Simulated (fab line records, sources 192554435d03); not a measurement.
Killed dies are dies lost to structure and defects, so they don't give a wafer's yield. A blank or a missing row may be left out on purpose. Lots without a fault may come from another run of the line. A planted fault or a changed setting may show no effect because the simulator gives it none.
Chamber matching | flow n5_finfet | N5_BEOL_M3_ETCH_63 on rie_diel-04: 4 sister chambers
The step etches SiARC in CF4, target depth 15.6 nm, time 26 s. 22 wafers are shown with their chamber, then 11 later ones without.

WAFERS WITH THEIR CHAMBER
wafer  | chamber | showerhead_plenum_p_Torr (Torr) | drypump_motor_current_A (A) | throttle_valve_pct (%)
L074.3 | 0       | 2.12                            | 5.7                         | 15.94
L074.4 | 1       | 2.23                            | 6.0                         | 15.58
L074.5 | 1       | 2.23                            | 6.0                         | 15.58
L077.1 | 2       | 2.12                            | 5.7                         | 15.68
L077.3 | 3       | 2.03                            | 5.5                         | 15.94
L077.6 | 1       | 2.22                            | 5.9                         | 15.58
L079.1 | 1       | 2.22                            | 5.9                         | 15.58
L079.3 | 2       | 2.11                            | 5.7                         | 15.67
L079.5 | 2       | 2.12                            | 5.8                         | 15.69
L080.1 | 2       | 2.12                            | 5.8                         | 15.69
L080.4 | 3       | 2.03                            | 5.5                         | 15.98
L080.5 | 0       | 2.12                            | 5.7                         | 15.94
L085.2 | 3       | 2.03                            | 5.5                         | 15.97
L085.3 | 2       | 2.11                            | 5.8                         | 15.22
L085.5 | 3       | 2.03                            | 5.5                         | 15.97
L086.2 | 0       | 2.12                            | 5.7                         | 15.97
L086.3 | 3       | 2.03                            | 5.5                         | 15.99
L086.6 | 3       | 2.03                            | 5.5                         | 16.00
L090.1 | 3       | 2.02                            | 5.5                         | 15.98
L090.2 | 0       | 2.12                            | 5.7                         | 15.99
L090.6 | 0       | 2.12                            | 5.7                         | 16.00
L092.2 | 0       | 2.12                            | 5.7                         | 15.99

SIGNATURES (means of the wafers above)
reading                  | chamber 0 | chamber 1 | chamber 2 | chamber 3 | scatter within a chamber
showerhead_plenum_p_Torr | 2.1200    | 2.2250    | 2.1160    | 2.0286    | 0.00412
drypump_motor_current_A  | 5.700     | 5.950     | 5.760     | 5.500     | 0.035
throttle_valve_pct       | 15.9717   | 15.5800   | 15.5900   | 15.9757   | 0.0992
Rule: a wafer's distance from a chamber is the root of the sum, over the readings, of the square of ((its reading less the chamber's mean) divided by the reading's scatter). The wafer belongs to the nearest chamber; if the next one is less than 2 further off, it can't be placed. The scatter: the root of (the sum of the squares of (reading less its chamber's mean) over the shown wafers, divided by (wafers less chambers)).

WAFERS WITHOUT THEIR CHAMBER
wafer  | showerhead_plenum_p_Torr (Torr) | drypump_motor_current_A (A) | throttle_valve_pct (%)
L092.4 | 2.22                            | 5.9                         | 15.63
L092.6 | 2.22                            | 5.9                         | 15.61
L093.2 | 2.02                            | 5.5                         | 16.01
L093.3 | 2.11                            | 5.8                         | 15.23
L093.6 | 2.12                            | 5.7                         | 16.00
L095.4 | 2.22                            | 5.9                         | 15.63
L095.5 | 2.02                            | 5.5                         | 16.02
L095.6 | 2.11                            | 5.7                         | 15.26
L096.1 | 2.12                            | 5.7                         | 16.00
L096.3 | 2.02                            | 5.5                         | 16.01
L096.5 | 2.11                            | 5.7                         | 15.26

WHICH CHAMBER EACH WENT THROUGH
wafer  | from the rows above | in truth
L092.4 | 1                   | 1
L092.6 | 1                   | 1
L093.2 | 3                   | 3
L093.3 | 2                   | 2
L093.6 | 0                   | 0
L095.4 | 1                   | 1
L095.5 | 3                   | 3
L095.6 | 2                   | 2
L096.1 | 0                   | 0
L096.3 | 3                   | 3
L096.5 | 2                   | 2
Placed correctly: 11 of 11. Can't be placed from these rows: 0. Placed wrongly: 0.
